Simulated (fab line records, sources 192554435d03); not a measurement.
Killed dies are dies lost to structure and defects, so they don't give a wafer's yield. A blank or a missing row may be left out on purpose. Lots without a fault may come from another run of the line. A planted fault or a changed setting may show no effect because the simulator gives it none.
Chamber matching | flow n5_finfet | N5_BEOL_M0_SAQP_ETCH_106 on rie_diel-01: 4 sister chambers
The step etches SOC in N2/H2, stops on SiNx, target depth 150 nm. 16 wafers are shown with their chamber, then 8 later ones without.

WAFERS WITH THEIR CHAMBER
wafer  | chamber | showerhead_plenum_p_Torr (Torr) | drypump_motor_current_A (A) | throttle_valve_pct (%)
L074.2 | 2       | 2.64                            | 5.5                         | 18.06
L074.5 | 3       | 2.63                            | 5.5                         | 17.79
L074.6 | 0       | 2.61                            | 5.3                         | 17.89
L077.1 | 0       | 2.61                            | 5.3                         | 17.89
L077.4 | 3       | 2.63                            | 5.5                         | 17.81
L077.6 | 0       | 2.61                            | 5.3                         | 17.88
L083.2 | 2       | 2.64                            | 5.5                         | 18.08
L083.5 | 1       | 2.54                            | 5.6                         | 18.10
L083.6 | 0       | 2.61                            | 5.3                         | 17.91
L086.1 | 0       | 2.61                            | 5.3                         | 17.47
L086.2 | 3       | 2.62                            | 5.5                         | 17.85
L086.6 | 3       | 2.62                            | 5.4                         | 17.84
L087.1 | 3       | 2.62                            | 5.5                         | 17.84
L087.3 | 1       | 2.54                            | 5.6                         | 18.12
L087.4 | 0       | 2.60                            | 5.3                         | 17.47
L090.1 | 0       | 2.60                            | 5.3                         | 17.47

SIGNATURES (means of the wafers above)
reading                  | chamber 0 | chamber 1 | chamber 2 | chamber 3 | scatter within a chamber
showerhead_plenum_p_Torr | 2.6071    | 2.5400    | 2.6400    | 2.6240    | 0.00468
drypump_motor_current_A  | 5.300     | 5.600     | 5.500     | 5.480     | 0.0258
throttle_valve_pct       | 17.7114   | 18.1100   | 18.0700   | 17.8260   | 0.161
Rule: a wafer's distance from a chamber is the root of the sum, over the readings, of the square of ((its reading less the chamber's mean) divided by the reading's scatter). The wafer belongs to the nearest chamber; if the next one is less than 2 further off, it can't be placed. The scatter: the root of (the sum of the squares of (reading less its chamber's mean) over the shown wafers, divided by (wafers less chambers)).

WAFERS WITHOUT THEIR CHAMBER
wafer  | showerhead_plenum_p_Torr (Torr) | drypump_motor_current_A (A) | throttle_valve_pct (%)
L090.3 | 2.63                            | 5.5                         | 18.12
L090.6 | 2.54                            | 5.6                         | 18.12
L093.1 | 2.53                            | 5.6                         | 18.13
L093.4 | 2.63                            | 5.5                         | 18.11
L093.6 | 2.60                            | 5.2                         | 17.48
L096.1 | 2.60                            | 5.3                         | 17.51
L096.4 | 2.61                            | 5.5                         | 17.87
L096.5 | 2.61                            | 5.5                         | 17.86

WHICH CHAMBER EACH WENT THROUGH
wafer  | from the rows above     | in truth
L090.3 | can't be placed: 2 or 3 | 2
L090.6 | 1                       | 1
L093.1 | 1                       | 1
L093.4 | can't be placed: 2 or 3 | 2
L093.6 | 0                       | 0
L096.1 | 0                       | 0
L096.4 | 3                       | 3
L096.5 | 3                       | 3
Placed correctly: 6 of 8. Can't be placed from these rows: 2 (the true chamber is among the candidates in 2). Placed wrongly: 0.
